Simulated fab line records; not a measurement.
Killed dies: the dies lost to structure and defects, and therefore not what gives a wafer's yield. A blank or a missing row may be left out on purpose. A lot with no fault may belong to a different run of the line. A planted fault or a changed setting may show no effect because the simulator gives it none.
Which of the tools did it? / flow nand-harc / 24 lots with 72 wafers sampled at 2 steps, on a route of 1159 steps

## WHAT EACH GAUGE READ, for each wafer
NHARC_A_START_INSPECT_01. Usual: raw-defect-count reads 3.4 (standard deviation 1.9).
lot=L074; measured=day 7 02:03; on=defect-inspect-02; raw-defect-count=6 2 4; flag=
lot=L075; measured=day 7 06:06; on=defect-inspect-01; raw-defect-count=2 4 7; flag=
lot=L077; measured=day 7 11:08; on=defect-inspect-02; raw-defect-count=3 4 2; flag=
lot=L076; measured=day 7 11:44; on=defect-inspect-02; raw-defect-count=3 2 4; flag=
lot=L078; measured=day 7 20:29; on=defect-inspect-01; raw-defect-count=2 9 3; flag=
lot=L079; measured=day 7 21:04; on=defect-inspect-02; raw-defect-count=3 3 1; flag=
lot=L081; measured=day 8 07:19; on=defect-inspect-01; raw-defect-count=3 3 3; flag=
lot=L080; measured=day 8 07:49; on=defect-inspect-02; raw-defect-count=3 3 3; flag=
lot=L083; measured=day 8 15:36; on=defect-inspect-01; raw-defect-count=2 1 2; flag=
lot=L082; measured=day 8 16:11; on=defect-inspect-02; raw-defect-count=9 1 4; flag=
lot=L084; measured=day 8 18:23; on=defect-inspect-02; raw-defect-count=5 2 2; flag=
lot=L085; measured=day 9 03:25; on=defect-inspect-02; raw-defect-count=1 3 4; flag=
lot=L086; measured=day 9 19:23; on=defect-inspect-02; raw-defect-count=3 2 6; flag=
lot=L087; measured=day 10 00:14; on=defect-inspect-02; raw-defect-count=3 4 2; flag=
lot=L088; measured=day 10 15:07; on=defect-inspect-02; raw-defect-count=4 5 3; flag=
lot=L089; measured=day 10 15:35; on=defect-inspect-01; raw-defect-count=4 4 5; flag=
lot=L091; measured=day 10 19:32; on=defect-inspect-02; raw-defect-count=6 2 2; flag=
lot=L090; measured=day 10 20:12; on=defect-inspect-01; raw-defect-count=5 4 7; flag=
lot=L092; measured=day 10 23:16; on=defect-inspect-01; raw-defect-count=3 5 5; flag=
lot=L093; measured=day 11 09:41; on=defect-inspect-01; raw-defect-count=3 0 5; flag=
lot=L095; measured=day 11 16:53; on=defect-inspect-01; raw-defect-count=3 3 3; flag=
lot=L096; measured=day 11 17:48; on=defect-inspect-01; raw-defect-count=5 3 2; flag=
lot=L094; measured=day 11 19:22; on=defect-inspect-02; raw-defect-count=0 1 5; flag=
lot=L097; measured=day 12 08:04; on=defect-inspect-01; raw-defect-count=5 3 1; flag=

## EACH LOT AND THE TOOL THAT RAN IT (in order: tool; ch and the chambers of the sampled wafers; start)
lot=L074; NHARC_P_BONDPAD_DEGAS_25=pvd-sputter-01, day 6 23:55
lot=L075; NHARC_P_BONDPAD_DEGAS_25=pvd-sputter-02, day 7 03:58
lot=L077; NHARC_P_BONDPAD_DEGAS_25=pvd-sputter-01, day 7 09:05
lot=L076; NHARC_P_BONDPAD_DEGAS_25=pvd-sputter-03, day 7 09:32
lot=L078; NHARC_P_BONDPAD_DEGAS_25=pvd-sputter-03, day 7 18:23
lot=L079; NHARC_P_BONDPAD_DEGAS_25=pvd-sputter-03, day 7 18:57
lot=L081; NHARC_P_BONDPAD_DEGAS_25=pvd-sputter-03, day 8 05:12
lot=L080; NHARC_P_BONDPAD_DEGAS_25=pvd-sputter-02, day 8 05:43
lot=L083; NHARC_P_BONDPAD_DEGAS_25=pvd-sputter-02, day 8 13:29
lot=L082; NHARC_P_BONDPAD_DEGAS_25=pvd-sputter-03, day 8 13:52
lot=L084; NHARC_P_BONDPAD_DEGAS_25=pvd-sputter-01, day 8 16:17
lot=L085; NHARC_P_BONDPAD_DEGAS_25=pvd-sputter-03, day 9 01:13
lot=L086; NHARC_P_BONDPAD_DEGAS_25=pvd-sputter-03, day 9 17:16
lot=L087; NHARC_P_BONDPAD_DEGAS_25=pvd-sputter-03, day 9 22:07
lot=L088; NHARC_P_BONDPAD_DEGAS_25=pvd-sputter-02, day 10 12:31
lot=L089; NHARC_P_BONDPAD_DEGAS_25=pvd-sputter-01, day 10 13:05
lot=L091; NHARC_P_BONDPAD_DEGAS_25=pvd-sputter-01, day 10 17:26
lot=L090; NHARC_P_BONDPAD_DEGAS_25=pvd-sputter-03, day 10 18:07
lot=L092; NHARC_P_BONDPAD_DEGAS_25=pvd-sputter-03, day 10 21:09
lot=L093; NHARC_P_BONDPAD_DEGAS_25=pvd-sputter-03, day 11 07:35
lot=L095; NHARC_P_BONDPAD_DEGAS_25=pvd-sputter-02, day 11 14:42
lot=L096; NHARC_P_BONDPAD_DEGAS_25=pvd-sputter-03, day 11 15:37
lot=L094; NHARC_P_BONDPAD_DEGAS_25=pvd-sputter-01, day 11 17:08
lot=L097; NHARC_P_BONDPAD_DEGAS_25=pvd-sputter-01, day 12 05:58
- NHARC_P_BONDPAD_DEGAS_25: time 60 s.

## WHAT THE TOOLS THEMSELVES READ (means of the sampled wafers that have a number; where no wafer has one, the mark that the record gives instead)
NHARC_P_BONDPAD_DEGAS_25. Usual: heater-power-w reads 465 W (standard deviation 35).
lot=L074; tool=pvd-sputter-01; heater-power-w (W)=493; flag=
lot=L075; tool=pvd-sputter-02; heater-power-w (W)=431; flag=
lot=L077; tool=pvd-sputter-01; heater-power-w (W)=487; flag=
lot=L076; tool=pvd-sputter-03; heater-power-w (W)=463; flag=
lot=L078; tool=pvd-sputter-03; heater-power-w (W)=466; flag=
lot=L079; tool=pvd-sputter-03; heater-power-w (W)=457; flag=
lot=L081; tool=pvd-sputter-03; heater-power-w (W)=461; flag=
lot=L080; tool=pvd-sputter-02; heater-power-w (W)=430; flag=
lot=L083; tool=pvd-sputter-02; heater-power-w (W)=425; flag=
lot=L082; tool=pvd-sputter-03; heater-power-w (W)=465; flag=
lot=L084; tool=pvd-sputter-01; heater-power-w (W)=520; flag=
lot=L085; tool=pvd-sputter-03; heater-power-w (W)=473; flag=
lot=L086; tool=pvd-sputter-03; heater-power-w (W)=483; flag=
lot=L087; tool=pvd-sputter-03; heater-power-w (W)=472; flag=
lot=L088; tool=pvd-sputter-02; heater-power-w (W)=428; flag=
lot=L089; tool=pvd-sputter-01; heater-power-w (W)=512; flag=
lot=L091; tool=pvd-sputter-01; heater-power-w (W)=465; flag=
lot=L090; tool=pvd-sputter-03; heater-power-w (W)=454; flag=
lot=L092; tool=pvd-sputter-03; heater-power-w (W)=462; flag=
lot=L093; tool=pvd-sputter-03; heater-power-w (W)=477; flag=
lot=L095; tool=pvd-sputter-02; heater-power-w (W)=430; flag=
lot=L096; tool=pvd-sputter-03; heater-power-w (W)=460; flag=
lot=L094; tool=pvd-sputter-01; heater-power-w (W)=487; flag=
lot=L097; tool=pvd-sputter-01; heater-power-w (W)=489; flag=

## THE ANSWER, worked out from the rows above alone
Rule: a lot counts as off when the mean over its wafers that have a number is more than 3 standard deviations away from the usual mean. Also off: a lot with no number at a reading for which 4 or more lots have one. All remaining lots with rows at the step are treated as sound. First the gauges in route order, then the tools' own readings, where a lot's mean is used as printed above. At the first step where some lot is off, the reading lying furthest off is the one used; lots without a number count as furthest.
Nothing can be told from this: no lot is off at any reading shown.

## WHAT WAS PUT IN BY THE SIMULATOR
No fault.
